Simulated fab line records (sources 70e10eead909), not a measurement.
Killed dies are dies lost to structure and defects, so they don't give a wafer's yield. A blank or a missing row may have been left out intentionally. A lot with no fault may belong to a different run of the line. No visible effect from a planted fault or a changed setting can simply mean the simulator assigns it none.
What tool caused it? -- flow nandHarc -- 72 wafers from 24 lots sampled at 6 of the route's 1159 steps

## WHAT THE GAUGES SHOWED, per wafer
The record lacks any reading of a measuring or inspecting step that a usual standard deviation could be used to judge.

## TOOL THAT RAN EACH LOT (tool first, then ch and the chambers of the sampled wafers, then the start)
lot,NHARC_A_WL_FILL_ALD_02,NHARC_A_WL_FILL_ALD_10,NHARC_A_CONTACT_ETCH_50,NHARC_A_CONTACT_ETCH_118,NHARC_A_CONTACT_ETCH_120,NHARC_A_CONTACT_ETCH_123
L074,"aldMetal-03 ch 0,1,2, day 15 02:13","aldHk-04 ch 0,1,2, day 15 18:01","rieDiel-03 ch 0,2,3, day 16 17:40 or earlier","harCapEtch-03 ch 0,1, day 16 17:40","harCapEtch-03 ch 0,1, day 16 17:50","harCapEtch-03 ch 0,1, day 16 18:11"
L075,"aldMetal-01 ch 0,1,2, day 15 06:52","aldHk-02 ch 1,2, day 15 19:34","rieDiel-03 ch 1,2, day 16 23:50 or earlier","harCapEtch-02 ch 0,1, day 16 23:50","harCapEtch-02 ch 0,1, day 17 00:01","harCapEtch-02 ch 0,1, day 17 00:25"
L078,"aldMetal-03 ch 0,1,2, day 15 06:54","aldHk-04 ch 1,2, day 15 19:34","rieDiel-03 ch 0,1,2, day 16 19:40 or earlier","harCapEtch-01 ch 0,1, day 16 19:40","harCapEtch-01 ch 0,1, day 16 19:51","harCapEtch-01 ch 0,1, day 16 20:10"
L076,"aldMetal-04 ch 0,3, day 15 06:59","aldHk-02 ch 0,2,3, day 15 23:41","rieDiel-11 ch 0,1,2, day 17 06:26 or earlier","harCapEtch-01 ch 0,1, day 17 06:26","harCapEtch-01 ch 0,1, day 17 06:37","harCapEtch-01 ch 0,1, day 17 06:56"
L077,"aldMetal-01 ch 0,1, day 15 11:50","aldHk-01 ch 0,1,3, day 16 03:37","rieDiel-11 ch 1,2, day 17 14:42 or earlier","harCapEtch-01 ch 0,1, day 17 14:42","harCapEtch-01 ch 0,1, day 17 14:53","harCapEtch-01 ch 0,1, day 17 15:12"
L079,"aldMetal-01 ch 0,1, day 16 05:28","aldHk-01 ch 1,3, day 16 16:28","rieDiel-03 ch 2,3, day 17 20:06 or earlier","harCapEtch-03 ch 0,1, day 17 20:06","harCapEtch-03 ch 0,1, day 17 20:17","harCapEtch-03 ch 0,1, day 17 20:34"
L081,"aldMetal-04 ch 1,2, day 16 05:37","aldHk-04 ch 1,2,3, day 17 01:17","rieDiel-04 ch 0,1,2, day 18 01:36 or earlier","harCapEtch-02 ch 0,1, day 18 01:36","harCapEtch-02 ch 0,1, day 18 01:47","harCapEtch-02 ch 0,1, day 18 02:07"
L080,"aldMetal-01 ch 0,1,3, day 16 10:29","aldHk-04 ch 0,1,3, day 17 10:40","rieDiel-03 ch 0,2,3, day 18 08:28 or earlier","harCapEtch-02 ch 0,1, day 18 08:28","harCapEtch-02 ch 0,1, day 18 08:40","harCapEtch-02 ch 0,1, day 18 08:56"
L082,"aldMetal-03 ch 1,2, day 16 22:52","aldHk-01 ch 1,2, day 17 16:37","rieDiel-11 ch 0,2,3, day 18 16:14 or earlier","harCapEtch-03 ch 0,1, day 18 16:14","harCapEtch-03 ch 0,1, day 18 16:25","harCapEtch-03 ch 0,1, day 18 16:43"
L083,"aldMetal-01 ch 0,1,3, day 17 12:05","aldHk-04 ch 1,2, day 18 00:57","rieDiel-04 ch 1,2,3, day 18 22:29 or earlier","harCapEtch-02 ch 0,1, day 18 22:29","harCapEtch-02 ch 0,1, day 18 22:40","harCapEtch-02 ch 0,1, day 18 22:56"
L084,"aldMetal-03 ch 0,1,2, day 17 12:06","aldHk-01 ch 0,2,3, day 18 00:58","rieDiel-03 ch 0,1, day 18 22:07 or earlier","harCapEtch-03 ch 0,1, day 18 22:07","harCapEtch-03 ch 0,1, day 18 22:19","harCapEtch-03 ch 0,1, day 18 22:37"
L086,"aldMetal-03 ch 1,2,3, day 18 11:22","aldHk-01 ch 0,1,2, day 19 02:16","rieDiel-04 ch 1,2,3, day 20 04:14 or earlier","harCapEtch-02 ch 0,1, day 20 04:14","harCapEtch-02 ch 0,1, day 20 04:25","harCapEtch-02 ch 0,1, day 20 04:42"
L088,"aldMetal-04 ch 0,2,3, day 18 11:43","aldHk-02 ch 2,3, day 19 02:46","rieDiel-03 ch 0,3, day 20 03:26 or earlier","harCapEtch-03 ch 0,1, day 20 03:26","harCapEtch-03 ch 0,1, day 20 03:37","harCapEtch-03 ch 0,1, day 20 04:01"
L087,"aldMetal-04 ch 0,1, day 18 18:46","aldHk-04 ch 1,2, day 19 02:16","rieDiel-11 ch 0,3, day 20 08:09 or earlier","harCapEtch-01 ch 0,1, day 20 08:09","harCapEtch-01 ch 0,1, day 20 08:20","harCapEtch-01 ch 0,1, day 20 08:44"
L085,"aldMetal-04 ch 2,3, day 19 05:48","aldHk-04 ch 0,1, day 19 16:01","rieDiel-03 ch 0,3, day 20 16:46 or earlier","harCapEtch-01 ch 0,1, day 20 16:46","harCapEtch-01 ch 0,1, day 20 16:57","harCapEtch-01 ch 0,1, day 20 17:20"
L093,"aldMetal-03 ch 0,1,3, day 19 09:49","aldHk-04 ch 0,1,3, day 19 19:11","rieDiel-03 ch 0,1,2, day 20 20:25 or earlier","harCapEtch-01 ch 0,1, day 20 20:25","harCapEtch-01 ch 0,1, day 20 20:35","harCapEtch-01 ch 0,1, day 20 20:52"
L090,"aldMetal-04 ch 0,3, day 19 09:50","aldHk-01 ch 1,2,3, day 19 22:23","rieDiel-11 ch 0,1,3, day 20 18:34 or earlier","harCapEtch-02 ch 0,1, day 20 18:34","harCapEtch-02 ch 0,1, day 20 18:44","harCapEtch-02 ch 0,1, day 20 19:01"
L095,"aldMetal-03 ch 0,2, day 19 10:02","aldHk-04 ch 1,3, day 20 02:30","rieDiel-11 ch 0,3, day 21 07:02 or earlier","harCapEtch-03 ch 0,1, day 21 07:02","harCapEtch-03 ch 0,1, day 21 07:13","harCapEtch-03 ch 0,1, day 21 07:29"
L091,"aldMetal-01 ch 0,1, day 19 10:05","aldHk-02 ch 0,3, day 19 21:01","rieDiel-03 ch 0,2,3, day 21 05:01 or earlier","harCapEtch-02 ch 0,1, day 21 05:01","harCapEtch-02 ch 0,1, day 21 05:11","harCapEtch-02 ch 0,1, day 21 05:30"
L089,"aldMetal-04 ch 0,1, day 19 13:07","aldHk-04 ch 1,3, day 20 08:32","rieDiel-11 ch 0,2,3, day 21 13:08 or earlier","harCapEtch-01 ch 0,1, day 21 13:08","harCapEtch-01 ch 0,1, day 21 13:19","harCapEtch-01 ch 0,1, day 21 13:35"
L092,"aldMetal-03 ch 1,2,3, day 19 13:16","aldHk-01 ch 0,1,3, day 20 10:58","rieDiel-03 ch 0,2, day 21 12:56 or earlier","harCapEtch-03 ch 0,1, day 21 12:56","harCapEtch-03 ch 0,1, day 21 13:08","harCapEtch-03 ch 0,1, day 21 13:24"
L094,"aldMetal-01 ch 0,3, day 20 00:07","aldHk-04 ch 0,1,3, day 20 12:11","rieDiel-04 ch 2,3, day 21 18:14 or earlier","harCapEtch-02 ch 0,1, day 21 18:14","harCapEtch-02 ch 0,1, day 21 18:25","harCapEtch-02 ch 0,1, day 21 18:44"
L096,"aldMetal-04 ch 0,1,3, day 20 05:58","aldHk-04 ch 0,2,3, day 20 20:05","rieDiel-04 ch 0,3, day 22 03:19 or earlier","harCapEtch-03 ch 0,1, day 22 03:19","harCapEtch-03 ch 0,1, day 22 03:29","harCapEtch-03 ch 0,1, day 22 03:46"
L097,"aldMetal-03 ch 0,1,2, day 20 06:01","aldHk-01 ch 1,2, day 20 19:49","rieDiel-03 ch 0,2, day 21 23:34 or earlier","harCapEtch-01 ch 0,1, day 21 23:34","harCapEtch-01 ch 0,1, day 21 23:45","harCapEtch-01 ch 0,1, day 22 00:01"
- NHARC_A_WL_FILL_ALD_02: deposits TiN, target thk 2 nm, pulse time 3 s, ald cycles 100.
- NHARC_A_WL_FILL_ALD_10: deposits SiO2, target thk 50 nm, pulse time 10 s, ald cycles 500.
- NHARC_A_CONTACT_ETCH_50: etches the open film in CF4/CHF3, target depth 84.7 nm, time 42.4 s.
- NHARC_A_CONTACT_ETCH_118: etches the open film in C4F8/O2/Ar, time 94 s, target depth 922 nm.
- NHARC_A_CONTACT_ETCH_120: etches the open film in C4F8/O2/Ar, time 94 s, target depth 922 nm.
- NHARC_A_CONTACT_ETCH_123: etches the open film in C4F8/O2/Ar, time 253 s, target depth 1090 nm.

## WHAT THE TOOLS THEMSELVES READ (means of the sampled wafers that have a number; where no wafer has one, the mark that the record gives instead)
NHARC_A_WL_FILL_ALD_02.
lot,tool,heaterPowerOuterW (W),heaterPowerW (W),precursorPulseHeightRel
L074,aldMetal-03,706,1128,0.996
L075,aldMetal-01,602,968,0.999
L078,aldMetal-03,703,1117,1.019
L076,aldMetal-04,724,1144,0.998
L077,aldMetal-01,578,957,1.011
L079,aldMetal-01,599,936,0.994
L081,aldMetal-04,666,1019,1.002
L080,aldMetal-01,610,983,1.012
L082,aldMetal-03,683,1093,1.019
L083,aldMetal-01,613,973,1.008
L084,aldMetal-03,690,1126,1.007
L086,aldMetal-03,670,1080,1.012
L088,aldMetal-04,711,1092,0.998
L087,aldMetal-04,680,1084,1.004
L085,aldMetal-04,688,1064,0.988
L093,aldMetal-03,690,1126,1.012
L090,aldMetal-04,713,1164,0.982
L095,aldMetal-03,703,1121,1.009
L091,aldMetal-01,598,938,0.997
L089,aldMetal-04,688,1089,1.016
L092,aldMetal-03,669,1095,0.986
L094,aldMetal-01,618,926,0.992
L096,aldMetal-04,706,1112,1.000
L097,aldMetal-03,705,1142,1.019

NHARC_A_WL_FILL_ALD_10.
lot,tool,heaterPowerOuterW (W),heaterPowerW (W),precursorPulseHeightRel
L074,aldHk-04,239,444,1.002
L075,aldHk-02,228,405,0.988
L078,aldHk-04,248,446,0.990
L076,aldHk-02,289,486,0.993
L077,aldHk-01,283,503,0.993
L079,aldHk-01,271,498,1.015
L081,aldHk-04,256,460,0.980
L080,aldHk-04,252,452,0.992
L082,aldHk-01,263,500,1.019
L083,aldHk-04,246,445,0.983
L084,aldHk-01,286,497,1.024
L086,aldHk-01,273,492,1.013
L088,aldHk-02,298,513,0.994
L087,aldHk-04,247,451,0.991
L085,aldHk-04,244,442,1.007
L093,aldHk-04,249,455,0.991
L090,aldHk-01,260,458,0.992
L095,aldHk-04,257,470,1.000
L091,aldHk-02,298,492,0.998
L089,aldHk-04,276,480,0.996
L092,aldHk-01,282,494,1.009
L094,aldHk-04,256,458,1.015
L096,aldHk-04,251,455,0.996
L097,aldHk-01,268,495,0.997

NHARC_A_CONTACT_ETCH_50.
lot,tool,biasW (W),drypumpMotorCurrentA (A),oesProductAu (a.u.),rfVppV (V),showerheadPlenumPTorr (Torr),throttleValvePct (%)
L074,rieDiel-03,200.1,5.7,0.923,370.8,1.58,16.800
L075,rieDiel-03,200.0,5.5,0.947,373.9,1.66,16.805
L078,rieDiel-03,199.6,5.4,0.923,371.3,1.60,16.797
L076,rieDiel-11,199.4,5.6,0.959,371.3,1.61,16.798
L077,rieDiel-11,200.0,5.7,0.986,372.0,1.62,16.805
L079,rieDiel-03,200.3,6.0,0.973,371.7,1.62,16.805
L081,rieDiel-04,199.6,5.5,0.934,370.2,1.55,16.798
L080,rieDiel-03,199.8,5.7,0.955,370.4,1.58,16.806
L082,rieDiel-11,200.3,5.8,0.977,371.4,1.61,16.794
L083,rieDiel-04,200.0,5.6,0.926,369.7,1.54,16.812
L084,rieDiel-03,199.8,5.4,0.974,369.4,1.54,16.801
L086,rieDiel-04,200.3,5.6,0.927,369.2,1.54,16.801
L088,rieDiel-03,200.3,6.0,0.961,371.2,1.57,16.797
L087,rieDiel-11,199.9,5.5,0.930,370.0,1.57,16.800
L085,rieDiel-03,200.2,6.1,0.952,370.9,1.57,16.806
L093,rieDiel-03,199.9,5.4,0.923,371.6,1.59,16.803
L090,rieDiel-11,200.3,5.6,0.929,371.3,1.58,16.797
L095,rieDiel-11,200.1,5.5,0.923,371.1,1.57,16.801
L091,rieDiel-03,199.8,5.7,0.957,370.6,1.57,16.799
L089,rieDiel-11,199.8,5.7,0.956,371.3,1.60,16.803
L092,rieDiel-03,199.8,5.4,0.936,370.8,1.57,16.810
L094,rieDiel-04,200.6,5.8,0.964,369.9,1.54,16.800
L096,rieDiel-04,200.6,6.1,0.964,370.4,1.58,16.798
L097,rieDiel-03,199.8,5.4,0.955,370.6,1.57,16.808

## THE ANSWER, worked out from the rows above alone
Rule: the usual values come from the lots themselves. The widest of any qualifying gaps counts: lots, ordered by their means at a reading, are off when they make up no more than a third of the lots, leave a main group of 4 or more, and stand apart from it by 3 or more times the standard deviation of that group's means. Not used: any main group whose means are identical at the precision the tables above print for the reading. A lot without any number at a reading at which 4 lots or more have one is off too. All remaining lots with rows at the step are treated as sound. After the gauges, taken in route order, come the tools' own readings; for these a lot's mean is taken, as printed above. At the first step where some lot is off, the reading lying furthest off is the one used; lots without a number count as furthest.
No lot is off at any reading shown: from this, nothing can be told.

## WHAT THE SIMULATOR HAD INSERTED
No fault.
